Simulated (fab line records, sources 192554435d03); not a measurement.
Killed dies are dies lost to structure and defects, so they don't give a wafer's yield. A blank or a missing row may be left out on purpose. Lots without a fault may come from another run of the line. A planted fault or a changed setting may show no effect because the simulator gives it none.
fab line records | flow n5_finfet
record lots=4 wafers=12 last_day=19
route steps=1938 shown WELL_APT@51 PMOS_HMC_CHANNEL_EPI@57 BEOL_M4@1111
lots that met no fault: from a run of the same line without faults
start_h: hours from the record's first day to the start of the lot's first wafer shown | wait_h: hours since the lot's step before | " the same as in the row above | L1.1+2: a row that stands for several wafers | - no value, or no start given | * or withheld: withheld | < > ~ a bound
route shown NAME@n: a module of which the file shows steps, and the number in the route of the first | usual: mean/standard deviation of fault-free wafers | same: alike in all rows | chamber/n: place in a boat | sites: the reading at each site | _std_site: their standard deviation | _edge_site: outer sites' mean less inner sites' | radius_mm: how far each site lies from the wafer's centre | mask NAME#n: copy n | behind: the tool/chamber that last shaped the wafer | hold: why the lot was held/for how many hours/how that ended | device: the transistor (n, p or np) that didn't switch | end of line: the same wafers' tests at the end of the route | a step without rows: its recipe alone | killed: dies lost to structure and defects at the first sort, not the wafer's yield | map: a wafer's dies, x killed, . not, _ none there
set.NAME: the setting as run; set.NAME@STEP: as run at that earlier step | model.NAME: the simulator's own value behind a step, which no gauge read
lots at some steps of the route; a table a step, a row a wafer
services: from which hour (start_h, from the record's first day; less than 0 if before it) a tool's chamber was out of use, for how many hours, and why
## steps
# step N5_WELL_APT_OXIDE_STRIP_42
# recipe chemistry=dHF dilution=25:1 time_s=45 temp_c=25 target=SiO2 target_depth_a=120
# step N5_WELL_APT_PRECLEAN_36
# recipe chemistry=O3/DIW time_s=45 temp_c=22 o3_ppm=10
# step N5_WELL_APT_PRECLEAN_39
# recipe chemistry=dHF time_s=60 dilution=150:1 temp_c=25
# step N5_WELL_APT_SRD_37
# recipe dry=ipa_marangoni do_ppb=5 time_s=30 temp_c=23 rinse_liquid=diw
# step N5_WELL_APT_EPI_41
# recipe material=Si target_thk_a=500 temp_c=650 precursor=SiH4/H2 pressure_torr=20 time_s=297.7
# step N5_PMOS_HMC_CHANNEL_EPI_HM_DEP_34
# recipe material=SiO2 target_thk_a=360 temp_c=400 precursor=TEOS/O2 pressure_torr=6.5 rf_w=900 teos_flow_sccm=161.4 gas=O2 flow_sccm=2650 time_s=6.9
# step N5_PMOS_HMC_CHANNEL_EPI_COAT_31
# recipe resist=BARC temp_c=205 time_s=60 spin_rpm=1500 resist_thk_nm=66
# step N5_PMOS_HMC_CHANNEL_EPI_COAT_03
# recipe resist=CAR-ArF-block spin_rpm=1500 resist_thk_nm=205
# step N5_PMOS_HMC_CHANNEL_EPI_EBR_05
# recipe solvent=PGMEA ebr_width_mm=1.5
# step N5_PMOS_HMC_CHANNEL_EPI_SOFTBAKE_04
# recipe temp_c=110 time_s=60 resist=CAR-ArF-block
# step N5_PMOS_HMC_CHANNEL_EPI_EXPOSE_06
# recipe mask_id=PMOS_HMC_BLK na=1.35 source_shape=conventional sigma_outer=0.8 polarization=unpolarized target_cd_nm=240 dose_mj=41
# step N5_PMOS_HMC_CHANNEL_EPI_PEB_07
# recipe peb_temp_c=110 peb_time_s=60 resist=CAR-ArF-block
# usual plate_temp_C=109.98/0.13
# columns lot.wafer tool chamber start_h wait_h plate_temp_C
L932.2 litho_track-02 0 52.91 0.0 109.81
L932.3 " 0 " " 109.92
L932.5 " 0 " " 110.00
L942.1 litho_track-02 0 114.51 0.1 110.93
L942.2 " 0 " " 110.78
L942.6 " 0 " " 110.68
L943.3 litho_track-02 0 119.27 0.0 110.80
L943.4 " 0 " " 110.86
L943.5 " 0 " " 110.81
L949.1 litho_track-01 0 155.48 0.1 109.90
L949.4 " 0 " " 109.73
L949.5 " 0 " " 109.85
# step N5_PMOS_HMC_CHANNEL_EPI_DEVELOP_08
# recipe develop_time_s=30 developer=TMAH resist=CAR-ArF-block dev_temp_c=23 rinse_liquid=diw dry=air_spin
# step N5_PMOS_HMC_CHANNEL_EPI_DESCUM_14
# recipe chemistry=O2 time_s=7.9 source_power_w=50 bias_power_w=20 pressure_mtorr=20 rf_frequency_hz=2.712e+07 temp_c=40 resist=CAR-ArF-block o2_flow_sccm=225
# usual bias_power_w=20.00/0.065 drypump_motor_current_A=5.8/0.46 oes_product_au=0.77/0.084 rf_vpp_V=243.2/1.5 showerhead_plenum_p_Torr=2.09/0.076 temp_c=40.00/0.098 throttle_valve_pct=20.54/0.24
# columns lot.wafer tool chamber start_h wait_h bias_power_w drypump_motor_current_A oes_product_au rf_hours_counter_h rf_vpp_V showerhead_plenum_p_Torr temp_c throttle_valve_pct model.PMOS_HMC_CHANNEL_EPI.cd_nm
L932.2 rie_diel-05 2 53.07 0.0 20.02 5.9 0.80 101 244.7 2.19 39.92 20.75 238.6
L932.3 " 1 " " 19.87 5.6 0.70 185 244.6 2.17 40.15 20.43 237.9
L932.5 " 3 " " 19.90 5.1 0.75 - 243.1 2.10 39.95 20.18 237.8
L942.1 rie_diel-05 0 114.66 0.0 19.97 5.8 0.71 233 243.4 2.05 40.05 20.59 239.7
L942.2 " 1 " " 20.09 5.6 0.70 204 243.8 2.16 39.99 20.47 239.5
L942.6 " 3 " " 20.01 5.2 0.73 - 242.7 2.09 39.99 20.20 240
L943.3 rie_diel-06 2 119.42 0.0 19.94 6.1 0.67 250 244.2 2.14 39.97 20.92 240.1
L943.4 " 2 " " 20.03 6.1 0.67 - 243.5 2.14 40.08 20.92 240
L943.5 " 3 " " 20.02 6.0 0.72 - 239.9 1.99 39.92 20.58 239.4
L949.1 rie_diel-02 1 155.64 0.0 19.97 6.5 0.91 16 245.1 2.23 39.94 20.27 234.7
L949.4 " 0 " " 20.05 6.1 0.70 240 243.9 2.13 40.07 20.10 236
L949.5 " 0 " " 19.99 6.1 0.70 - 245.0 2.13 39.94 20.09 236.8
# step N5_PMOS_HMC_CHANNEL_EPI_ETCH_32
# recipe chemistry=N2/H2 target=BARC stop_on=SiO2 target_depth_a=858 over_etch_frac=0.3 time_s=50.3 ion_energy_ev=200 mask_material=CAR-ArF-block pressure_mtorr=30 source_w=840 bias_w=150 n2_flow_sccm=200 h2_flow_sccm=200
# step N5_PMOS_HMC_CHANNEL_EPI_HM_OPEN_15
# recipe chemistry=CHF3/O2 target=SiO2 mask_material=CAR-ArF-block target_depth_a=406 CHF3_flow_sccm=50 O2_flow_sccm=5 Ar_flow_sccm=200 time_s=20.3 pressure_mtorr=30 source_w=650 bias_w=170 ion_energy_ev=200
# step N5_PMOS_HMC_CHANNEL_EPI_STRIP_33
# recipe chemistry=N2/H2 power_w=500 temp_c=40 pressure_mtorr=50 rf_frequency_hz=6e+07 overash_fraction=0.3 bias_power_w=8 h2_frac=0.5 n2_flow_sccm=300 h2_flow_sccm=300
# step N5_PMOS_HMC_CHANNEL_EPI_STRIP_17
# recipe chemistry=SPM time_s=750 temp_c=130 h2so4_h2o2_vol_ratio=4 dry=ipa_marangoni
# step N5_PMOS_HMC_CHANNEL_EPI_ETCH_38
# recipe chemistry=CF4 target=SiO2 target_depth_a=15 ion_energy_ev=350 pressure_mtorr=10 icp_w=800 bias_w=400 cf4_flow_sccm=80
# step N5_PMOS_HMC_CHANNEL_EPI_FIN_RECESS_16
# recipe chemistry=HBr/Cl2 target=Si mask_material=SiO2 target_depth_a=540 time_s=18 pressure_mtorr=10 icp_w=800 bias_w=75 HBr_flow_sccm=150 Cl2_flow_sccm=80
# usual HBr_flow_sccm=149.9/0.42 drypump_motor_current_A=5.6/0.38 mfc_cl2_sccm=80.00/0.25 oes_product_au=1.006/0.012 throttle_valve_pct=35.47/0.26
# columns lot.wafer tool chamber start_h wait_h HBr_flow_sccm drypump_motor_current_A mfc_cl2_sccm oes_product_au rf_hours_counter_h throttle_valve_pct model.PMOS_HMC_CHANNEL_EPI.cd_nm
L932.2 rie_si-06 3 53.52 0.0 150.0 6.3 79.84 0.996 117 35.73 241
L932.3 " 1 " " 150.0 5.7 79.59 0.990 120 36.07 240.6
L932.5 " 2 " " 150.6 5.7 80.04 0.987 - 34.95 240.4
L942.1 rie_si-02 2 115.12 0.0 150.3 6.3 79.84 1.006 94 35.35 242
L942.2 " 1 " " 150.0 5.6 80.55 1.006 151 35.21 242.7
L942.6 " 0 " " 150.3 5.7 80.39 1.020 - 35.38 241.6
L943.3 rie_si-02 2 119.88 0.0 150.4 6.3 80.43 1.019 94 35.32 241.8
L943.4 " 1 " " 149.9 5.6 79.56 1.013 151 35.22 240.8
L943.5 " 0 " " 149.5 5.6 80.16 1.021 - 35.37 242.1
L949.1 rie_si-02 3 156.10 0.0 150.2 5.3 79.82 1.004 92 35.73 238.1
L949.4 " 1 " " 150.2 5.6 79.63 0.998 151 35.22 238.8
L949.5 " 2 " " 150.4 6.3 79.33 1.011 - 35.34 239.3
# step N5_PMOS_HMC_CHANNEL_EPI_PRECLEAN_36
# recipe chemistry=O3/DIW time_s=45 temp_c=22 o3_ppm=10
# step N5_BEOL_M4_RC_MEAS_101
# usual DIBL_N=35.8/1.7 DIBL_P=35.3/2 IOFF_N=0.150/0.026 IOFF_P=0.194/0.029 ION_N=667/11 ION_P=456/7.1 SS_N=71.4/0.65 SS_P=73.1/0.64 VT_N=251/3 VT_P=-252/3.2
# columns lot.wafer tool chamber start_h wait_h DIBL_N[mV/V] DIBL_P[mV/V] IOFF_N[nA/um] IOFF_P[nA/um] ION_N[uA/um] ION_P[uA/um] SS_N[mV/dec] SS_P[mV/dec] VT_N[mV] VT_P[mV]
L932.2 prober-02 0 260.58 0.2 37.2 38.2 0.161 0.218 662 455 71.8 73.8 250 -253
L932.3 " 0 " " 37.9 36.9 0.166 0.202 673 454 72.3 73.5 251 -254
L932.5 " 0 " " 36.1 36.6 0.150 0.195 670 454 71.4 73.7 251 -254
L942.1 prober-01 0 313.28 0.0 35.2 33.2 0.137 0.175 641 444 71.9 72.7 252 -252
L942.2 " 0 " " 34.7 33.3 0.125 0.173 661 454 71.2 72.7 252 -252
L942.6 " 0 " " 37.3 36.8 0.166 0.228 649 450 71.8 73.7 248 -249
L943.3 prober-01 0 328.23 0.5 39.4 37.0 0.190 0.205 678 460 71.7 73.9 249 -251
L943.4 " 0 " " 36.6 35.6 0.147 0.191 652 451 70.9 72.9 251 -254
L943.5 " 0 " " 35.1 33.1 0.126 0.163 663 454 71.0 72.5 253 -252
L949.1 prober-02 0 349.42 0.0 37.4 38.4 0.191 0.199 681 451 71.3 74.2 247 -255
L949.4 " 0 " " 38.1 39.3 0.192 0.207 677 453 72.0 74.2 247 -252
L949.5 " 0 " " 34.7 35.7 0.144 0.164 666 447 71.4 73.0 248 -255
## services
# columns tool chamber start_h hours kind
rie_diel-06 3 41.17 1.7 repair
rie_diel-02 3 49.74 - clean
rie_diel-02 3 49.74 - consumable_replace:focus_ring
rie_diel-02 3 49.74 12.9 scheduled_down
rie_diel-02 3 49.74 12.9 vent_cycle
rie_diel-06 0 57.25 43.9 repair
litho_track-01 - 57.46 - consumable_replace:filter
rie_diel-02 1 62.64 - clean
rie_diel-02 1 62.64 - consumable_replace:focus_ring
rie_diel-02 1 62.64 - consumable_replace:showerhead
rie_diel-02 1 62.64 36.3 scheduled_down
rie_diel-02 1 62.64 36.3 vent_cycle
rie_si-02 0 73.47 6.2 repair
rie_diel-06 2 76.37 23.5 repair
rie_diel-06 0 117.80 3.6 repair
rie_diel-06 2 121.62 - clean
rie_diel-06 2 121.62 - consumable_replace:focus_ring
rie_diel-06 2 121.62 13.3 scheduled_down
rie_diel-06 2 121.62 13.3 vent_cycle
rie_diel-02 - 145.67 1.1 repair
## key
first_sign step=N5_PMOS_HMC_CHANNEL_EPI_PEB_07 reading=plate_temp_C direction=up sigmas=6.6 usual=* struck=*
effect none on later readings
model_effect step=N5_PMOS_HMC_CHANNEL_EPI_DESCUM_14 value=PMOS_HMC_CHANNEL_EPI.cd_nm without=237.5 struck=239.8
model_effect step=N5_PMOS_HMC_CHANNEL_EPI_FIN_RECESS_16 value=PMOS_HMC_CHANNEL_EPI.cd_nm without=239.6 struck=241.8
met_at N5_PMOS_HMC_CHANNEL_EPI_PEB_07
struck_wafers L942.1,L942.2,L942.6,L943.3,L943.4,L943.5
loop_trim step=N5_PMOS_HMC_CHANNEL_EPI_EXPOSE_06 setting=dose lots=L943
onset_between 52.91 114.51
fault kind=process_parameter_drift tool=litho_track-02 chamber=- onset_h=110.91 steps=N5_PMOS_HMC_CHANNEL_EPI_PEB_07 channel=peb_temp_c offset=* shape=step end_h=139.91 acts_in=* stated=*
# loop_trim: a control loop set the setting to another value than it would have without faults
